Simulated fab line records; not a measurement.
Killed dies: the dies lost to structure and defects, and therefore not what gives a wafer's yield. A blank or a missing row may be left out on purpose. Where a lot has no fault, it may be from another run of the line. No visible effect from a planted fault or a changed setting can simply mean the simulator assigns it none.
Matching of chambers + flow n5_finfet + 3 sister chambers for N5_BEOL_M0_SAQP_PECVD_03 on pecvd-03
The step deposits SiCN from 3MS/NH3, target thk 12 nm, time 21.1 s. 3 wafers are shown with their chamber, then 7 later ones without.

== WAFERS, EACH WITH ITS CHAMBER ==
| wafer  | chamber | throttle_valve_pct (%) |
|--------|---------|------------------------|
| L087.5 | 1       | 9.7                    |
| L087.6 | 2       | 9.2                    |
| L088.4 | 0       | 8.6                    |

== WAFERS WHOSE CHAMBER IS MISSING ==
| wafer  | throttle_valve_pct (%) |
|--------|------------------------|
| L088.5 | 9.6                    |
| L089.1 | 9.6                    |
| L089.4 | 9.2                    |
| L089.6 | 9.8                    |
| L091.2 | 9.8                    |
| L091.3 | 9.8                    |
| L091.5 | 9.6                    |

== THE CHAMBER EACH PASSED THROUGH ==
| wafer  | from the rows above | in truth                   |
|--------|---------------------|----------------------------|
| L088.5 | 1                   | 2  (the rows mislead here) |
| L089.1 | 1                   | 1                          |
| L089.4 | 2                   | 2                          |
| L089.6 | 1                   | 1                          |
| L091.2 | 1                   | 1                          |
| L091.3 | 1                   | 1                          |
| L091.5 | 1                   | 1                          |
Correctly placed: 6 of 7. Can't be placed from these rows: 0. Number placed wrongly: 1.
How it was worked out, from the rows above alone: a wafer's distance from a chamber is the root of the sum, over the readings, of the square of ((its reading less the chamber's mean) divided by the reading's scatter). The wafer belongs to the nearest chamber; if the next one is less than 2 further off, it can't be placed. For every chamber, the mean is computed from those of its wafers that are shown. The scatter: with one shown wafer a chamber, the root of the mean of the squares of how far each hidden wafer lies from its nearest shown one.
